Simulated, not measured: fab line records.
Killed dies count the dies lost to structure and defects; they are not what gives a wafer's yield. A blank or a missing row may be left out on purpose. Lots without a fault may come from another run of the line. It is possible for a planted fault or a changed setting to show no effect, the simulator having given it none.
Which of the tools did it? -- flow n5_finfet -- 11 lots, 33 wafers sampled, at 5 steps of a route of 1938

WHAT THE GAUGES READ, wafer by wafer
N5_BEOL_M0_CUTY_INSPECT_59: inspects for defects (macro).
lot,measured,on,raw_defect_count
L075,day 5 21:48,defect_inspect-01,3 4 0
L077,day 6 10:26,defect_inspect-01,2 2 5
L079,day 6 23:59,defect_inspect-02,4 2 1
L081,day 7 11:32,defect_inspect-02,1 2 0
L083,day 8 01:52,defect_inspect-02,1 2 3
L085,day 8 17:12,defect_inspect-01,3 3 3
L088,day 9 04:52,defect_inspect-01,1 4 4
L090,day 9 16:34,defect_inspect-01,4 3 4
L092,day 10 03:26,defect_inspect-02,2 3 3
L094,day 10 14:41,defect_inspect-02,1 1 1
L097,day 11 15:54,defect_inspect-02,3 2 3

EACH LOT AND THE TOOL THAT RAN IT (in order: tool; ch and the chambers of the sampled wafers; start)
lot,N5_BEOL_M0_SAQP_ETCH_101,N5_BEOL_M0_SAQP_ETCH_102,N5_BEOL_M0_SAQP_STRIP_108,N5_BEOL_M0_SAQP_SPACER2_ALD_26
L075,"rie_diel-02 ch 1,2,3, day 5 17:53","rie_si-04 ch 0,1,3, day 5 18:00","rie_diel-02 ch 1,2,3, day 5 18:40","ald_sin-02 ch 1,2,3, day 5 19:11"
L077,"rie_diel-01 ch 2,3, day 6 06:54","rie_si-03 ch 0,2,3, day 6 07:01","rie_diel-05 ch 1,2, day 6 07:40","ald_sin-02 ch 1,2,3, day 6 07:52"
L079,"rie_diel-01 ch 0,1, day 6 20:23","rie_si-04 ch 2,3, day 6 20:29","rie_diel-05 ch 0,1,3, day 6 21:09","ald_sin-02 ch 1,2, day 6 21:27"
L081,"rie_diel-01 ch 0,1,3, day 7 07:21","rie_si-04 ch 0,1,2, day 7 07:27","rie_diel-05 ch 0,1, day 7 08:07","ald_sin-04 ch 0,2,3, day 7 08:19"
L083,"rie_diel-02 ch 0,1,2, day 7 22:22","rie_si-03 ch 1,3, day 7 22:28","rie_diel-02 ch 0,2,3, day 7 23:08","ald_sin-03 ch 0,2,3, day 7 23:20"
L085,"rie_diel-01 ch 0,1, day 8 11:08","rie_si-03 ch 1,3, day 8 11:15","rie_diel-05 ch 1,2,3, day 8 12:08","ald_sin-02 ch 0,2,3, day 8 12:20"
L088,"rie_diel-01 ch 0,1, day 9 01:01","rie_si-04 ch 0,1, day 9 01:07","rie_diel-01 ch 0,1,2, day 9 01:47","ald_sin-02 ch 0,2,3, day 9 02:17"
L090,"rie_diel-05 ch 0,2, day 9 12:27","rie_si-01 ch 1,2, day 9 12:34","rie_diel-02 ch 1,2, day 9 13:20","ald_sin-03 ch 0,1, day 9 13:33"
L092,"rie_diel-01 ch 1,2,3, day 9 23:26","rie_si-04 ch 0,2,3, day 9 23:33","rie_diel-02 ch 1,2,3, day 10 00:13","ald_sin-03 ch 0,1,3, day 10 00:25"
L094,"rie_diel-02 ch 0,3, day 10 10:57","rie_si-04 ch 1,3, day 10 11:04","rie_diel-05 ch 2,3, day 10 11:46","ald_sin-02 ch 0,1,2, day 10 11:58"
L097,"rie_diel-02 ch 0,1, day 11 11:53","rie_si-01 ch 0,2, day 11 11:59","rie_diel-05 ch 0,1,3, day 11 12:38","ald_sin-04 ch 0,2, day 11 13:01"
- N5_BEOL_M0_SAQP_ETCH_101: etches SiNx in CH3F/O2, target depth 29.9 nm, time 42.7 s.
- N5_BEOL_M0_SAQP_ETCH_102: etches SiO2 in CF4, target depth 4 nm, time 4.4 s.
- N5_BEOL_M0_SAQP_STRIP_108: strips in N2/H2.
- N5_BEOL_M0_SAQP_SPACER2_ALD_26: deposits SiO2, target thk 15 nm, pulse time 1 s, purge time 2 s.

THE ANSWER, worked out from the rows above alone
Rule: the usual values come from the lots themselves. The widest of any qualifying gaps counts: lots, ordered by their means at a reading, are off when they make up no more than a third of the lots, leave a main group of 4 or more, and stand apart from it by 3 or more times the standard deviation of that group's means. If all means in a main group match to the digits the tables above print for the reading, that group is not used. A lot without any number at a reading at which 4 lots or more have one is off too. The other lots that the step has rows for count as sound.
No lot is off at any reading shown: from this, nothing can be told.

WHAT HAD BEEN PUT IN BY THE SIMULATOR
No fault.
